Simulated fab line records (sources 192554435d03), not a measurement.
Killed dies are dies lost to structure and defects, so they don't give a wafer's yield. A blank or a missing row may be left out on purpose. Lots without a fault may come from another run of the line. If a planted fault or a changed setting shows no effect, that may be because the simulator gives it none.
fab line records	flow n5_finfet
record: lots: 10	wafers: 30	last_day: 20
route steps=1938 shown BEOL_M4@1110 BEOL_M5@1129
lots that met no fault: from a run of the same line without faults
start_h: start of the lot's first displayed wafer, in hours after the record's first day	wait_h: hours from the lot's prior step to this one	" repeats the value in the row above	L1.1+2: one row covering several wafers at once	- no value present, or no start provided	* or withheld: withheld	< > ~ a bound
route shown NAME@n: NAME is a module with steps in the file, n the number in the route of the first one	usual: mean/standard deviation taken from wafers without a fault	same: alike in all rows	chamber/n: place in a boat	sites: each site's reading	_std_site: the standard deviation of these	_edge_site: mean of outer sites minus mean of inner sites	radius_mm: for every site, how far away it sits from the centre of the wafer	mask NAME#n: copy n	behind: the tool/chamber that last shaped the wafer	hold: the reason the lot was held/the length of the hold in hours/how it ended	device: whichever transistor did not switch (one of n, p or np)	end of line: tests of these same wafers at the route's end	step lacking rows: just its recipe	killed: not the wafer's yield, but the dies lost to structure and defects at the first sort	map: the dies of a wafer, with x for killed, . for not killed, _ for no die there
set.NAME: the setting as run; set.NAME@STEP: as run at that earlier step	model.NAME: the simulator's own value behind a step, which no gauge read
one table for each step of the route and one row for each wafer, over a sample of lots
services: from which hour (start_h, from the record's first day; less than 0 if before it) a tool's chamber was out of use, for how many hours, and why
== steps ==
step: N5_BEOL_M4_INSPECT_59
recipe: inspect_instrument: darkfield	mode: post_dep
usual: raw_defect_count: 68/24
lot.wafer	tool	chamber	start_h	wait_h	raw_defect_count
L247.1	defect_inspect-01	-	185.16	0.0	42
L247.3	"	-	"	"	65
L247.5	"	-	"	"	60
L250.2	defect_inspect-02	-	193.07	0.0	65
L250.5	"	-	"	"	68
L250.6	"	-	"	"	58
L254.2	defect_inspect-01	-	232.99	0.0	51
L254.5	"	-	"	"	65
L254.6	"	-	"	"	44
L258.2	defect_inspect-02	-	254.67	0.0	47
L258.3	"	-	"	"	41
L258.4	"	-	"	"	98
L262.2	defect_inspect-02	-	296.66	0.0	50
L262.3	"	-	"	"	122
L262.5	"	-	"	"	77
L260.1	defect_inspect-01	-	305.03	0.0	133
L260.4	"	-	"	"	89
L260.6	"	-	"	"	95
L265.1	defect_inspect-02	-	332.12	0.0	103
L265.2	"	-	"	"	65
L265.6	"	-	"	"	62
L267.1	defect_inspect-01	-	334.50	0.0	85
L267.2	"	-	"	"	71
L267.3	"	-	"	"	56
L270.1	defect_inspect-01	-	351.38	0.0	39
L270.2	"	-	"	"	77
L270.5	"	-	"	"	39
L269.2	defect_inspect-01	-	358.29	0.0	106
L269.3	"	-	"	"	105
L269.6	"	-	"	"	82
step: N5_BEOL_M5_DESCUM_16
recipe: chemistry: O2	time_s: 7	source_power_w: 50	bias_power_w: 20	pressure_mtorr: 20	rf_frequency_hz: 2.712e+07	temp_c: 40	resist: CAR-EUV	o2_flow_sccm: 225
usual: chamber_pressure_mTorr: 20.001/0.02	drypump_motor_current_A: 5.7/0.46	o2_flow_sccm: 225.1/0.65	oes_product_au: 0.78/0.09	rf_vpp_V: 243.0/1.4	showerhead_plenum_p_Torr: 2.09/0.077	throttle_valve_pct: 20.49/0.22
lot.wafer	tool	chamber	start_h	wait_h	chamber_pressure_mTorr	drypump_motor_current_A	o2_flow_sccm	oes_product_au	rf_hours_counter_h	rf_vpp_V	showerhead_plenum_p_Torr	throttle_valve_pct
L247.1	rie_diel-06	3	187.91	0.0	19.981	5.4	226.2	0.69	206	243.2	2.06	20.64
L247.3	"	0	"	"	19.997	5.2	226.0	0.94	13	241.3	2.06	20.26
L247.5	"	0	"	"	19.998	5.2	224.6	0.94	-	242.3	2.06	20.24
L250.2	rie_diel-03	3	196.48	0.0	19.991	5.5	224.9	0.91	18	245.9	2.23	20.25
L250.5	"	1	"	"	19.985	6.0	225.3	0.72	-	242.6	2.15	20.52
L250.6	"	2	"	"	19.983	5.3	225.4	0.69	-	241.2	1.98	20.65
L254.2	rie_diel-02	0	236.49	0.0	20.014	5.6	224.9	0.90	37	243.2	2.06	20.39
L254.5	"	3	"	"	20.017	5.8	225.8	0.77	-	242.5	2.02	20.76
L254.6	"	2	"	"	19.999	6.1	224.9	0.72	-	244.3	2.18	20.59
L258.2	rie_diel-06	3	259.35	1.2	19.974	5.5	225.9	0.68	222	243.6	2.06	20.66
L258.3	"	2	"	"	19.965	6.5	225.0	0.73	179	241.9	2.00	20.31
L258.4	"	1	"	"	20.009	5.6	226.0	0.69	232	244.0	2.16	20.88
L262.2	rie_diel-06	2	300.14	0.0	19.969	6.4	224.7	0.72	189	242.1	2.00	20.32
L262.3	"	3	"	"	20.006	5.5	226.2	0.67	232	241.6	2.05	20.68
L262.5	"	2	"	"	19.991	6.4	224.7	0.73	-	241.1	2.00	20.31
L260.1	rie_diel-06	1	308.60	0.1	20.045	5.6	225.9	0.68	245	243.3	2.15	20.92
L260.4	"	3	"	"	19.999	5.5	223.9	0.67	235	241.7	2.05	20.69
L260.6	"	1	"	"	20.012	5.6	223.9	0.68	-	243.3	2.15	20.90
L265.1	rie_diel-06	1	334.42	0.0	20.024	5.6	224.9	0.68	250	245.0	2.15	20.93
L265.2	"	3	"	"	19.996	5.5	225.5	0.66	240	242.3	2.05	20.69
L265.6	"	3	"	"	20.000	5.5	224.5	0.67	-	242.5	2.05	20.67
L267.1	rie_diel-02	3	336.95	0.0	20.002	5.8	223.9	0.74	139	241.6	2.01	20.85
L267.2	"	2	"	"	19.993	6.0	224.1	0.71	212	245.1	2.17	20.64
L267.3	"	1	"	"	19.993	6.3	225.2	0.85	57	242.5	2.12	20.23
L270.1	rie_diel-02	0	354.67	0.0	19.998	5.6	224.4	0.83	73	241.7	2.04	20.44
L270.2	"	2	"	"	20.016	6.0	225.2	0.70	216	243.9	2.17	20.63
L270.5	"	1	"	"	19.997	6.4	224.6	0.83	-	244.9	2.12	20.23
L269.2	rie_diel-02	1	362.24	0.0	19.967	6.3	223.9	0.84	63	245.0	2.12	20.24
L269.3	"	3	"	"	20.006	5.8	226.1	0.73	146	243.1	2.00	20.82
L269.6	"	0	"	"	20.009	5.6	224.2	0.83	-	240.8	2.04	20.46
step: N5_BEOL_M5_ETCH_62
recipe: chemistry: N2/H2	target: SOC	target_depth_a: 750	overetch_a: 150	mask_material: SiARC	temp_c: 40	time_s: 112.5	ion_energy_ev: 200	pressure_mtorr: 30	source_w: 840	bias_w: 150	n2_flow_sccm: 200	h2_flow_sccm: 200
usual: chamber_pressure_mTorr: 30.00/0.03	drypump_motor_current_A: 5.7/0.46	oes_product_au: 0.62/0.069	rf_fwd_power_W: 836.0/2.6	rf_vpp_V: 523.5/2.6	showerhead_plenum_p_Torr: 2.53/0.091	throttle_valve_pct: 17.84/0.26
lot.wafer	tool	chamber	start_h	wait_h	chamber_pressure_mTorr	drypump_motor_current_A	oes_product_au	rf_fwd_power_W	rf_hours_counter_h	rf_vpp_V	showerhead_plenum_p_Torr	throttle_valve_pct
L247.1	rie_diel-06	3	187.99	0.0	29.97	5.4	0.55	834.9	206	524.5	2.53	18.10
L247.3	"	0	"	"	29.96	5.2	0.74	833.1	13	522.7	2.49	17.55
L247.5	"	0	"	"	29.94	5.2	0.74	835.2	-	523.2	2.49	17.55
L250.2	rie_diel-03	3	196.56	0.0	30.03	5.5	0.72	837.7	18	528.1	2.71	17.59
L250.5	"	1	"	"	30.02	6.0	0.56	833.4	-	526.9	2.62	18.04
L250.6	"	2	"	"	30.07	5.3	0.57	836.0	-	519.6	2.40	18.05
L254.2	rie_diel-02	0	236.57	0.0	30.01	5.6	0.70	835.2	37	521.6	2.48	17.65
L254.5	"	3	"	"	29.97	5.8	0.61	833.7	-	523.1	2.46	18.14
L254.6	"	2	"	"	29.99	6.0	0.57	831.5	-	527.4	2.63	17.83
L258.2	rie_diel-06	3	259.43	0.0	30.02	5.5	0.54	840.1	222	521.4	2.52	18.13
L258.3	"	2	"	"	29.99	6.4	0.58	832.8	179	520.7	2.42	17.64
L258.4	"	1	"	"	29.99	5.6	0.54	842.6	232	526.2	2.62	18.27
L262.2	rie_diel-06	2	300.22	0.0	30.00	6.5	0.58	836.4	189	521.1	2.42	17.64
L262.3	"	3	"	"	30.00	5.5	0.53	836.1	232	522.2	2.52	18.14
L262.5	"	2	"	"	30.02	6.5	0.57	838.5	-	520.5	2.42	17.62
L260.1	rie_diel-06	1	308.68	0.0	30.03	5.6	0.54	837.2	245	525.1	2.61	18.30
L260.4	"	3	"	"	29.94	5.5	0.54	1035.2	235	485.8	2.52	18.12
L260.6	"	1	"	"	29.97	5.6	0.54	838.4	-	525.4	2.61	18.27
L265.1	rie_diel-06	1	334.50	0.0	29.94	5.6	0.54	836.1	250	524.0	2.61	18.29
L265.2	"	3	"	"	30.03	5.5	0.54	1036.0	240	488.5	2.51	18.14
L265.6	"	3	"	"	30.00	5.4	0.54	1040.6	-	487.5	2.51	18.15
L267.1	rie_diel-02	3	337.03	0.0	30.00	5.8	0.59	837.2	139	520.7	2.45	18.20
L267.2	"	2	"	"	30.02	6.0	0.56	837.1	212	523.9	2.61	17.90
L267.3	"	1	"	"	29.99	6.3	0.67	842.5	57	524.6	2.58	17.67
L270.1	rie_diel-02	0	354.75	0.0	29.99	5.6	0.66	836.7	73	520.5	2.47	17.68
L270.2	"	2	"	"	30.00	6.0	0.56	839.3	216	527.9	2.61	17.91
L270.5	"	1	"	"	30.01	6.2	0.67	836.5	-	525.5	2.57	17.68
L269.2	rie_diel-02	1	362.32	0.0	29.97	6.3	0.68	837.9	63	525.1	2.57	17.67
L269.3	"	3	"	"	30.01	5.8	0.59	841.6	146	521.6	2.45	18.22
L269.6	"	0	"	"	30.01	5.7	0.67	833.6	-	522.3	2.46	17.70
step: N5_BEOL_M5_CD_MEAS_18
recipe: pitch_nm: 56	target_cd_nm: 28
usual: cd_nm: 27.99/0.28
lot.wafer	tool	chamber	start_h	wait_h	cd_nm
L247.1	cd_sem-02	-	188.42	0.0	27.91
L247.3	"	-	"	"	28.02
L247.5	"	-	"	"	28.42
L250.2	cd_sem-01	-	196.91	0.1	27.71
L250.5	"	-	"	"	27.19
L250.6	"	-	"	"	27.64
L254.2	cd_sem-01	-	236.92	0.1	28.10
L254.5	"	-	"	"	27.56
L254.6	"	-	"	"	27.75
L258.2	cd_sem-03	-	259.82	0.1	27.90
L258.3	"	-	"	"	28.20
L258.4	"	-	"	"	28.23
L262.2	cd_sem-01	-	300.57	0.1	28.16
L262.3	"	-	"	"	27.96
L262.5	"	-	"	"	28.07
L260.1	cd_sem-03	-	309.05	0.0	28.39
L260.4	"	-	"	"	28.27
L260.6	"	-	"	"	27.79
L265.1	cd_sem-02	-	334.91	0.0	27.80
L265.2	"	-	"	"	28.23
L265.6	"	-	"	"	27.92
L267.1	cd_sem-02	-	337.37	0.0	28.00
L267.2	"	-	"	"	27.80
L267.3	"	-	"	"	27.62
L270.1	cd_sem-03	-	355.16	0.0	28.17
L270.2	"	-	"	"	27.95
L270.5	"	-	"	"	28.27
L269.2	cd_sem-01	-	362.67	0.1	28.21
L269.3	"	-	"	"	27.82
L269.6	"	-	"	"	28.29
== services ==
tool	chamber	start_h	hours	kind
rie_diel-03	-	177.21	0.8	repair
rie_diel-02	2	214.00	6.4	repair
rie_diel-02	1	219.30	40.8	repair
rie_diel-03	2	225.34	-	clean
rie_diel-03	2	225.34	-	consumable_replace:focus_ring
rie_diel-03	2	225.34	-	consumable_replace:showerhead
rie_diel-03	2	225.34	18.0	scheduled_down
rie_diel-03	2	225.34	18.0	vent_cycle
rie_diel-06	3	252.54	2.8	repair
rie_diel-03	1	260.48	6.6	repair
rie_diel-03	1	280.85	-	clean
rie_diel-03	1	280.85	-	consumable_replace:focus_ring
rie_diel-03	1	280.85	20.3	scheduled_down
rie_diel-03	1	280.85	20.3	vent_cycle
rie_diel-03	3	318.68	3.2	repair
rie_diel-06	3	326.10	3.0	repair
rie_diel-06	1	356.46	-	clean
rie_diel-06	1	356.46	-	consumable_replace:focus_ring
rie_diel-06	1	356.46	29.5	scheduled_down
rie_diel-06	1	356.46	29.5	vent_cycle
== key ==
first_sign: step: N5_BEOL_M5_ETCH_62	reading: rf_fwd_power_W	direction: up	sigmas: 77	usual: *	struck: *
effect: step: N5_BEOL_M5_ETCH_62	reading: rf_vpp_V	direction: down	sigmas: 14	usual: 523.5	struck: 487.2
met_at N5_BEOL_M5_ETCH_62
struck_lots L260,L265
struck_wafers L260.4,L265.2,L265.6
not_acting_at N5_BEOL_M4_INSPECT_59,N5_BEOL_M5_DESCUM_16,N5_BEOL_M5_CD_MEAS_18
onset_between 300.22 308.68
fault: kind: process_parameter_drift	tool: rie_diel-06	chamber: 3	onset_h: 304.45	steps: N5_BEOL_M5_ETCH_62	channel: source_w	offset: 201.6	shape: step	end_h: 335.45	acts_in: these_recipes_only	stated: 840
